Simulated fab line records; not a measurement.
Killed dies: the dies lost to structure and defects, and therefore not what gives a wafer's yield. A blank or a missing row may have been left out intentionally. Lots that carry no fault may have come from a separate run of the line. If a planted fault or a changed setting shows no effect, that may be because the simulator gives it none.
2 desks, one fault    flow nand-harc    numbers are kept per desk, each desk with only its own; the story behind them comes last

== AT THE METROLOGY DESK ==
What the gauges read for every lot (on any tool): the sampled wafers with a number, averaged. A lot is out of limits, marked OUT, if its mean lies more than 4 standard deviations from the usual mean; the brackets give that distance.
Columns: A = overlay-x-nm at NHARC_HYBRID_BOND_OVL_MEAS_05, usual -3 nm; B = overlay-y-nm at NHARC_HYBRID_BOND_OVL_MEAS_05, usual 4 nm; C = cd-nm at NHARC_THIN_TSV_CD_MEAS_16, usual 1000.6 nm
lot   first seen here  A    B    C
L681  day 23 19:03     -42  -3   1001.8
L683  day 24 04:36     -10  9    1000.4
L682  day 24 11:08     7    21   1000.3
L680  day 24 11:09     -45  -21  999.3
L687  day 25 13:16     -5   9    1001.5
L686  day 25 13:17     16   -5   1000.9
L688  day 27 04:14     -3   -5   999.8
L692  day 28 19:31     -15  -1   998.8
L696  day 29 20:59     -14  -8   1000.8
L699  day 31 19:18     -14  -5   1004.5
L702  day 32 17:26     -17  -1   997.7
L700  day 32 23:40     15   23   1003.6
L703  day 33 16:19     -3   -8   997.5
This desk's verdict: no lot among the 13 shows anything out of limits.

== THE TOOL OWNER'S DESK: cvd-w-02 ==
The tool's own readings at NHARC_A_WL_FILL_CVD_20 (deposits W, target thk 100 nm, time 74 s): means of the sampled wafers that have a number, for each lot that ran on this tool. A lot is out of limits, marked OUT, if its mean lies more than 4 standard deviations from the usual mean; the brackets give that distance.
Columns: A = heater-power-w at NHARC_A_WL_FILL_CVD_20, usual 877 W; B = throttle-valve-pct at NHARC_A_WL_FILL_CVD_20, usual 7.94 %
lot   first seen here  A    B
L680  day 21 20:44     941  7.71
L686  day 23 07:14     857  7.89
L688  day 24 12:50     867  7.95
L692  day 26 00:47     890  7.79
L696  day 27 05:53     895  8.02
L702  day 30 09:27     863  8.08
L700  day 30 12:40     888  8.12
L703  day 31 00:55     884  8.09
This desk's verdict: no lot among the 8 shows anything out of limits.

== PUT TOGETHER ==
From the metrology desk's view, nothing was out of limits.
Nothing out of limits was seen by the tool owner's desk.

== WHAT THE SIMULATOR HAD INSERTED ==
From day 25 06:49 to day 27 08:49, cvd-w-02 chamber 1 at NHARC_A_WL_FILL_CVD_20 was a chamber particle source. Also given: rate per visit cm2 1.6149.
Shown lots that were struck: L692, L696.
